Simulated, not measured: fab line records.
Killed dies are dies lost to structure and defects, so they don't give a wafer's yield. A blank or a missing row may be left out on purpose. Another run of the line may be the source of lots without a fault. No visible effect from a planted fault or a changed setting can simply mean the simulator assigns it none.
Matching of chambers    flow n5-finfet    4 sister chambers for N5_BEOL_M9_DESCUM_16 on rie-diel-06
The step chemistry O2, time 7.9 s. 20 wafers are shown with their chamber, then 10 later ones without.

## WAFERS PAIRED WITH THEIR CHAMBERS
wafer   chamber  showerhead-plenum-p-Torr (Torr)  drypump-motor-current-A (A)  throttle-valve-pct (%)
L074.1  3        2.02                             5.4                          20.93
L074.4  3        2.02                             5.4                          20.96
L074.6  0        2.06                             4.9                          20.29
L078.2  1        1.98                             5.7                          20.36
L078.3  0        2.05                             4.9                          20.30
L078.6  2        2.16                             5.2                          20.52
L079.1  0        2.05                             4.9                          20.33
L079.4  2        2.16                             5.2                          20.55
L079.6  1        1.98                             5.7                          20.37
L081.1  0        2.05                             4.9                          20.34
L081.2  2        2.16                             5.2                          20.56
L081.6  3        2.01                             5.4                          20.99
L082.1  0        2.05                             4.9                          20.31
L082.3  1        1.98                             5.7                          20.39
L082.4  2        2.16                             5.3                          20.56
L083.2  0        2.05                             4.9                          20.32
L083.3  1        1.98                             5.7                          20.38
L083.6  0        2.05                             4.9                          20.34
L084.1  1        1.97                             5.6                          20.41
L084.3  3        2.00                             5.4                          21.02

SIGNATURES (means of the wafers above)
reading                   chamber 0  chamber 1  chamber 2  chamber 3  scatter within a chamber
showerhead-plenum-p-Torr  2.0514     1.9780     2.1600     2.0125     0.00525
drypump-motor-current-A   4.900      5.680      5.225      5.400      0.0311
throttle-valve-pct        20.3186    20.3820    20.5475    20.9750    0.0242
Rule: a wafer lies at a distance from a chamber equal to the root of the sum of squares, over the readings, of (its reading less the chamber's mean, divided by the reading's scatter). The wafer belongs to the nearest chamber; if the next one is less than 2 further off, it can't be placed. The scatter is the square root of a quotient: the sum, over the shown wafers, of each reading's squared deviation from its chamber's mean, divided by wafers minus chambers.

## WAFERS WHOSE CHAMBER IS MISSING
wafer   showerhead-plenum-p-Torr (Torr)  drypump-motor-current-A (A)  throttle-valve-pct (%)
L084.4  2.05                             4.9                          20.34
L085.1  1.97                             5.7                          20.40
L085.4  1.97                             5.6                          20.40
L085.6  2.00                             5.4                          21.00
L087.1  2.05                             4.9                          20.34
L087.2  2.00                             5.3                          21.02
L087.5  2.05                             4.9                          20.35
L095.2  2.04                             4.9                          20.37
L095.5  2.00                             5.4                          21.02
L095.6  2.04                             4.9                          20.36

## WHICH CHAMBER EACH WENT THROUGH
wafer   from the rows above  in truth
L084.4  0                    0
L085.1  1                    1
L085.4  1                    1
L085.6  3                    3
L087.1  0                    0
L087.2  3                    3
L087.5  0                    0
L095.2  0                    0
L095.5  3                    3
L095.6  0                    0
Correct placement for 10 of the 10. Can't be placed from these rows: 0. Wrongly placed: 0.
